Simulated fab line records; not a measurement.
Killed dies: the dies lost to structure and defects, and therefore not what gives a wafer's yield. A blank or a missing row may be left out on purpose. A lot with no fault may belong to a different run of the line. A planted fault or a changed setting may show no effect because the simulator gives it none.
Chamber matching + flow n5-finfet + N5_BEOL_M0_SAQP_MANDREL1_REMOVE_100 on rie-si-06 has 4 sister chambers
The step chemistry HBr/Cl2/O2, target a-Si, stops on SiNx, bt time 10 s. 4 wafers are shown with their chamber, then 7 later ones without.

WAFERS, EACH WITH ITS CHAMBER
| wafer  | chamber | oes-product-au (a.u.) |
|--------|---------|-----------------------|
| L090.2 | 1       | 0.994                 |
| L090.3 | 2       | 0.980                 |
| L092.2 | 3       | 1.004                 |
| L092.3 | 0       | 0.992                 |

WAFERS WITH NO CHAMBER GIVEN
| wafer  | oes-product-au (a.u.) |
|--------|-----------------------|
| L092.5 | 0.997                 |
| L095.1 | 0.983                 |
| L095.2 | 0.995                 |
| L095.3 | 0.989                 |
| L096.3 | 0.992                 |
| L096.5 | 0.993                 |
| L096.6 | 0.984                 |

THE CHAMBER EACH PASSED THROUGH
| wafer  | from the rows above          | in truth                   |
|--------|------------------------------|----------------------------|
| L092.5 | can't be placed: 1 or 0 or 3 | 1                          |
| L095.1 | 2                            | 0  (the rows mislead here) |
| L095.2 | can't be placed: 1 or 0      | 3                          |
| L095.3 | can't be placed: 0 or 1      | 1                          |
| L096.3 | can't be placed: 0 or 1      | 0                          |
| L096.5 | can't be placed: 0 or 1      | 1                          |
| L096.6 | can't be placed: 2 or 0      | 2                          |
Correct placement for 0 of the 7. Not placeable from these rows: 6 (in 5, the candidates include the true chamber). Placed wrongly: 1.
How it was worked out, from the rows above alone: a wafer's distance from a chamber is the root of the sum, over the readings, of the square of ((its reading less the chamber's mean) divided by the reading's scatter). The wafer belongs to the nearest chamber; if the next one is less than 2 further off, it can't be placed. For every chamber, the mean is computed from those of its wafers that are shown. The scatter: root of mean squared gap, hidden wafer to nearest shown wafer, with one shown wafer a chamber.
